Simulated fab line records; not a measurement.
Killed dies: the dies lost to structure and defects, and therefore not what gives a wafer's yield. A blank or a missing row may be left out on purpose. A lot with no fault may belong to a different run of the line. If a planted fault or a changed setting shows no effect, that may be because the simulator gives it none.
One fault seen from 2 desks + flow nand harc + every desk sees just its own numbers, and what lay behind them comes last

## THE METROLOGY DESK
What the gauges read, lot by lot, whatever tool the lot ran on: means of the sampled wafers that have a number. Any lot whose mean is over 4 standard deviations away from the usual mean is out of limits and marked OUT; that distance is given in the brackets.
Columns: A = cd nm at NHARC_P_BONDPAD_CD_MEAS_09, usual 500.0 nm; B = thk nm at NHARC_A_ONON_D1_THK_MEAS_02, usual 999 nm
| lot  | first seen here | A     | B             |
|------|-----------------|-------|---------------|
| L358 | day 6 11:47     | 502.1 | 999           |
| L359 | day 7 00:53     | 502.3 | 1005          |
| L360 | day 7 11:55     | 499.7 | 992           |
| L366 | day 10 04:54    | 500.6 | 822 (-24) OUT |
| L367 | day 10 15:03    | 498.5 | 870 (-17) OUT |
| L368 | day 11 07:05    | 502.6 | 865 (-18) OUT |
| L374 | day 13 09:02    | 501.2 | 999           |
| L375 | day 13 20:26    | 498.7 | 1008          |
| L377 | day 14 12:03    | 501.9 | 1012          |
| L379 | day 15 06:58    | 503.1 | 994           |
| L378 | day 15 10:16    | 500.0 | 1005          |
| L381 | day 16 13:04    | 500.4 | 999           |
This desk's finding: out of limits on L366, L367, L368; first on L366, day 11 09:49 (thk nm at NHARC_A_ONON_D1_THK_MEAS_02). In limits: L358, L359, L360, L374, L375, L377, L379, L378, L381.

## FOR THE TOOL OWNER'S DESK: pecvd onon-03
The tool's own readings at NHARC_A_ONON_D1_DEP_00 (target thk 1000 nm): means of the sampled wafers that have a number, for each lot that ran on this tool. Any lot whose mean is over 4 standard deviations away from the usual mean is out of limits and marked OUT; that distance is given in the brackets.
Columns: A = n2 flow sccm at NHARC_A_ONON_D1_DEP_00, usual 2749 sccm; B = n2o flow sccm at NHARC_A_ONON_D1_DEP_00, usual 2001 sccm
| lot  | first seen here | A    | B    |
|------|-----------------|------|------|
| L358 | day 7 16:24     | 2743 | 2000 |
| L359 | day 8 07:15     | 2756 | 1997 |
| L360 | day 8 16:18     | 2747 | 2008 |
| L366 | day 11 09:32    | 2756 | 1996 |
| L367 | day 11 16:44    | 2747 | 2002 |
| L368 | day 12 07:23    | 2755 | 2008 |
| L375 | day 14 23:20    | 2747 | 2009 |
| L377 | day 15 17:31    | 2758 | 1997 |
| L379 | day 16 08:49    | 2750 | 2001 |
| L378 | day 16 12:36    | 2746 | 2005 |
| L381 | day 17 14:32    | 2753 | 2009 |
This desk's verdict: no lot among the 11 shows anything out of limits.

## ALL TOGETHER
On L366, L367, L368, the metrology desk was in a position to raise an alarm at day 11 09:49.
The desk of the tool owner found nothing out of limits.
On record at the tool owner's desk: L366, L367, L368, within its limits.
All the named lots went through NHARC_A_ONON_D1_DEP_00 on pecvd onon-03.

## WHAT WAS PUT IN BY THE SIMULATOR
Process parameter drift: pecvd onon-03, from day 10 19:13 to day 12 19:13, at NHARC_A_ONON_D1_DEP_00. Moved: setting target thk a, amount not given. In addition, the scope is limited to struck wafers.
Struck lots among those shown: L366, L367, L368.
Per desk, hours elapsed from the start of the fault to the first reading out of limits: for the metrology desk, 15.
